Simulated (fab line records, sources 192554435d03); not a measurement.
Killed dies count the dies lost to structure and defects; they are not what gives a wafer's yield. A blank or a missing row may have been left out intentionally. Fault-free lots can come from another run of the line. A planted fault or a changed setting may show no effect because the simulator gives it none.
Lot-split experiment -- flow n5Finfet -- on a route of 1938 steps: 7 lots, 21 wafers read

== ON THE SPLIT ==
At N5_BEOL_M13_COAT_04 (resist thk 400 nm), the setting spinRpm was moved away from the recipe's 1625 rpm on 8 of the 21 wafers read, by -7.7% to +6.5%. This setting was run at the recipe's value on the other wafers.

== FROM THE SPLIT TO THE READING: what the file shows between them, 6 steps ==
- N5_BEOL_M13_EXPOSE_07: exposes mask V12 (also split here: doseMj)
- N5_BEOL_M13_PEB_08: peb time 90 s
- N5_BEOL_M13_DEVELOP_09: develop time 45 s
- N5_BEOL_M13_HARDBAKE_14: time 120 s
- N5_BEOL_M13_CD_MEAS_10: target cd 190 nm
- N5_BEOL_M13_DESCUM_15: chemistry O2, time 7.9 s

== THE READING ==
coat_of_BEOL_M13_COAT_04.thkNm (the simulator's own value, which no gauge read), in nm, at N5_BEOL_M13_ETCH_59 (etches BARC in N2/H2, target depth 89 nm, overetch 26.7 nm, time 67.9 s). No usual value for it is given in the file. Here, 13 wafers ran the recipe; their average is 317.6 nm with a standard deviation of 2.4 nm.

wafer,"tool, chamber at the split","spinRpm as run, rpm",against the recipe,"coat_of_BEOL_M13_COAT_04.thkNm, nm",against lot-mates on the recipe
L074.1,"lithoTrack-01, 0",1568,-3.5%,330.8,+10.2
L074.4,"lithoTrack-01, 0",1625,recipe,319,-
L074.5,"lithoTrack-01, 0",1625,recipe,322.2,-
L077.1,"lithoTrack-03, 0",1625,recipe,316.4,-
L077.3,"lithoTrack-03, 0",1731,+6.5%,301,-15.4
L077.4,"lithoTrack-03, 0",1731,+6.5%,302.2,-14.2
L079.1,"lithoTrack-03, 0",1625,recipe,315,-
L079.2,"lithoTrack-03, 0",1625,recipe,316,-
L079.3,"lithoTrack-03, 0",1625,recipe,320.6,-
L084.1,"lithoTrack-01, 0",1500,-7.7%,338,+20.6
L084.3,"lithoTrack-01, 0",1625,recipe,319.8,-
L084.6,"lithoTrack-01, 0",1625,recipe,315,-
L085.2,"lithoTrack-03, 0",1726,+6.2%,310.4,-7.6
L085.4,"lithoTrack-03, 0",1726,+6.2%,305.8,-12.2
L085.5,"lithoTrack-03, 0",1625,recipe,318,-
L088.1,"lithoTrack-01, 0",1579,-2.8%,325.4,+10.2
L088.4,"lithoTrack-01, 0",1579,-2.8%,324.2,+9.0
L088.5,"lithoTrack-01, 0",1625,recipe,315.2,-
L096.1,"lithoTrack-03, 0",1625,recipe,315.6,-
L096.3,"lithoTrack-03, 0",1625,recipe,320.2,-
L096.6,"lithoTrack-03, 0",1625,recipe,316.2,-

THE FIT
A straight line over all 21 wafers: coat_of_BEOL_M13_COAT_04.thkNm changes by -2.31 nm for each +1% of spinRpm; r = -0.95; the points scatter about the line by 2.8 nm.
The same after taking each lot's own level away (the mean of its wafers on the recipe; 21 wafers): -2.29 nm for each +1%; r = -0.96; scatter 2.4 nm.
According to that fit, moving spinRpm by its largest amount changes the reading by 18 nm.
From 315.20 to 320.60 nm: that is the span of the lots' own levels, equal to 2.3 times the standard deviation above.
Consequently the slope shifts little with the lot-to-lot level, the two slopes agreeing.
Check: with one of the wafers moved furthest among these (-7.7%) left out of the fit, the line predicts +17.7 nm for it against its lot-mates. It came out at +20.6 nm against them.

== OTHER SPLITS ON THESE WAFERS ==
Before the reading, these wafers also passed through other splits. Each is held against what the fit with the lots' levels taken away leaves over:
other split on the same wafers,wafers away from the commonest value,r with coat_of_BEOL_M13_COAT_04.thkNm (lot level and that fit taken away)
N5_BEOL_M13_EXPOSE_07 doseMj,7,-0.15

== THE WHOLE CHAIN: every reading that the file lists as answering this split, in the file's order ==
step,what it does,reading,change (the file's fit),r (the file's)
N5_BEOL_M13_COAT_04,resist thk 400 nm,"coat_of_BEOL_M13_COAT_04.thkNm (the simulator's own value, which no gauge read)",-2.1 nm for each +1% of the setting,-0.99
N5_BEOL_M13_ETCH_59,"etches BARC in N2/H2, target depth 89 nm, overetch 26.7 nm, time 67.9 s","coat_of_BEOL_M13_COAT_04.thkNm (the simulator's own value, which no gauge read)",-2.36 nm for each +1% of the setting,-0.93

== FILE'S OWN FIT ==
coat_of_BEOL_M13_COAT_04.thkNm changes by -2.36 nm for each +1% of spinRpm, r = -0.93.
